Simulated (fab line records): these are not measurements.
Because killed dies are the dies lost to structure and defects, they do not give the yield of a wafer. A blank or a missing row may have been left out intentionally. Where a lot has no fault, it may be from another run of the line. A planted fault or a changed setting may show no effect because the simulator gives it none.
Matching of chambers :: flow nand harc :: rie diel-11 running NHARC_P_BONDPAD_ACTIVATE_29: 4 sister chambers
The step chemistry N2, time 60 s. 14 wafers are shown with their chamber, then 7 later ones without.

## WAFERS PAIRED WITH THEIR CHAMBERS
wafer: L078.3
chamber: 2
oes product au (a.u.): 1.004
rf vpp V (V): 64.1

wafer: L078.4
chamber: 1
oes product au (a.u.): 0.998
rf vpp V (V): 64.1

wafer: L078.6
chamber: 2
oes product au (a.u.): 1.000
rf vpp V (V): 62.5

wafer: L079.2
chamber: 0
oes product au (a.u.): 0.977
rf vpp V (V): 65.3

wafer: L079.4
chamber: 1
oes product au (a.u.): 0.975
rf vpp V (V): 63.6

wafer: L079.6
chamber: 3
oes product au (a.u.): 1.006
rf vpp V (V): 65.9

wafer: L081.1
chamber: 2
oes product au (a.u.): 0.997
rf vpp V (V): 64.4

wafer: L081.2
chamber: 1
oes product au (a.u.): 0.980
rf vpp V (V): 64.5

wafer: L081.6
chamber: 2
oes product au (a.u.): 1.001
rf vpp V (V): 61.6

wafer: L082.1
chamber: 2
oes product au (a.u.): 1.005
rf vpp V (V): 63.7

wafer: L082.2
chamber: 1
oes product au (a.u.): 0.979
rf vpp V (V): 64.6

wafer: L082.6
chamber: 2
oes product au (a.u.): 1.002
rf vpp V (V): 63.0

wafer: L088.2
chamber: 1
oes product au (a.u.): 0.981
rf vpp V (V): 63.5

wafer: L088.3
chamber: 3
oes product au (a.u.): 0.996
rf vpp V (V): 63.1

SIGNATURES (means of the wafers above)
reading: oes product au
chamber 0: 0.97700
chamber 1: 0.98260
chamber 2: 1.00150
chamber 3: 1.00100
scatter within a chamber: 0.00639

reading: rf vpp V
chamber 0: 65.300
chamber 1: 64.060
chamber 2: 63.217
chamber 3: 64.500
scatter within a chamber: 1.03
Rule: for a wafer and a chamber, the distance is found by dividing, reading by reading, the gap between the wafer's reading and the chamber's mean by the reading's scatter, squaring, summing and taking the root. If the next closest chamber is less than 2 further off than the closest, the wafer can't be placed; otherwise it belongs to the closest. The scatter is the square root of a quotient: the sum, over the shown wafers, of each reading's squared deviation from its chamber's mean, divided by wafers minus chambers.

## WAFERS WITHOUT THEIR CHAMBER
wafer: L088.5
oes product au (a.u.): 1.003
rf vpp V (V): 63.8

wafer: L092.1
oes product au (a.u.): 1.002
rf vpp V (V): 65.2

wafer: L092.3
oes product au (a.u.): 0.985
rf vpp V (V): 63.7

wafer: L092.6
oes product au (a.u.): 0.993
rf vpp V (V): 64.1

wafer: L095.1
oes product au (a.u.): 0.990
rf vpp V (V): 64.3

wafer: L095.3
oes product au (a.u.): 1.007
rf vpp V (V): 64.7

wafer: L095.6
oes product au (a.u.): 0.984
rf vpp V (V): 65.4

## EACH ONE'S CHAMBER
wafer: L088.5
from the rows above: can't be placed: 2 or 3
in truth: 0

wafer: L092.1
from the rows above: can't be placed: 3 or 2
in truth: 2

wafer: L092.3
from the rows above: can't be placed: 1 or 0
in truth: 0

wafer: L092.6
from the rows above: can't be placed: 3 or 2 or 1 or 0
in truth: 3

wafer: L095.1
from the rows above: can't be placed: 1 or 3 or 2 or 0
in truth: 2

wafer: L095.3
from the rows above: can't be placed: 3 or 2
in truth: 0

wafer: L095.6
from the rows above: can't be placed: 0 or 1 or 3
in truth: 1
Correctly placed: 0 of 7. Can't be placed from these rows: 7 (the true chamber is among the candidates in 5). Number placed wrongly: 0.
